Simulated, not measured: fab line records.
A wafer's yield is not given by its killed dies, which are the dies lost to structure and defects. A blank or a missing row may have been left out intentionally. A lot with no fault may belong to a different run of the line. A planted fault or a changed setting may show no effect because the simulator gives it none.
Matching of chambers || flow nand_harc || pecvd-01 running NHARC_A_SLIT_DEP_23: 3 sister chambers
The step deposits SiON, target thk 100 nm. 6 wafers are shown with their chamber, then 7 later ones without.

WAFERS WITH THEIR CHAMBER
{"wafer": "L777.3", "chamber": 1, "heater_power_w (W)": 796}
{"wafer": "L783.1", "chamber": 2, "heater_power_w (W)": 971}
{"wafer": "L783.4", "chamber": 2, "heater_power_w (W)": 989}
{"wafer": "L783.6", "chamber": 0, "heater_power_w (W)": 675}
{"wafer": "L790.4", "chamber": 1, "heater_power_w (W)": 888}
{"wafer": "L790.5", "chamber": 0, "heater_power_w (W)": 641}

WAFERS WITHOUT THEIR CHAMBER
{"wafer": "L790.6", "heater_power_w (W)": 922}
{"wafer": "L792.1", "heater_power_w (W)": 985}
{"wafer": "L792.4", "heater_power_w (W)": 756}
{"wafer": "L792.5", "heater_power_w (W)": 865}
{"wafer": "L796.2", "heater_power_w (W)": 760}
{"wafer": "L796.3", "heater_power_w (W)": 982}
{"wafer": "L796.4", "heater_power_w (W)": 788}

CHAMBER TAKEN BY EACH
{"wafer": "L790.6", "from the rows above": "can't be placed: 2 or 1", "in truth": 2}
{"wafer": "L792.1", "from the rows above": 2, "in truth": 2}
{"wafer": "L792.4", "from the rows above": "can't be placed: 1 or 0", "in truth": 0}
{"wafer": "L792.5", "from the rows above": 1, "in truth": 1}
{"wafer": "L796.2", "from the rows above": "can't be placed: 1 or 0", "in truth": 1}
{"wafer": "L796.3", "from the rows above": 2, "in truth": 2}
{"wafer": "L796.4", "from the rows above": "can't be placed: 1 or 0", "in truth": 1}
Correct placement for 3 of the 7. These rows do not allow placing 4 (true chamber among the candidates in 4). Placed wrongly: 0.
How it was worked out, from the rows above alone: a wafer's distance from a chamber is the root of the sum, over the readings, of the square of ((its reading less the chamber's mean) divided by the reading's scatter). If the next closest chamber is less than 2 further off than the closest, the wafer can't be placed; otherwise it belongs to the closest. The mean given for a chamber averages the wafers shown for that chamber. How the scatter is found: for the shown wafers, subtract from each reading the mean of its chamber, square and add these, divide the total by (wafers less chambers), then take the root.
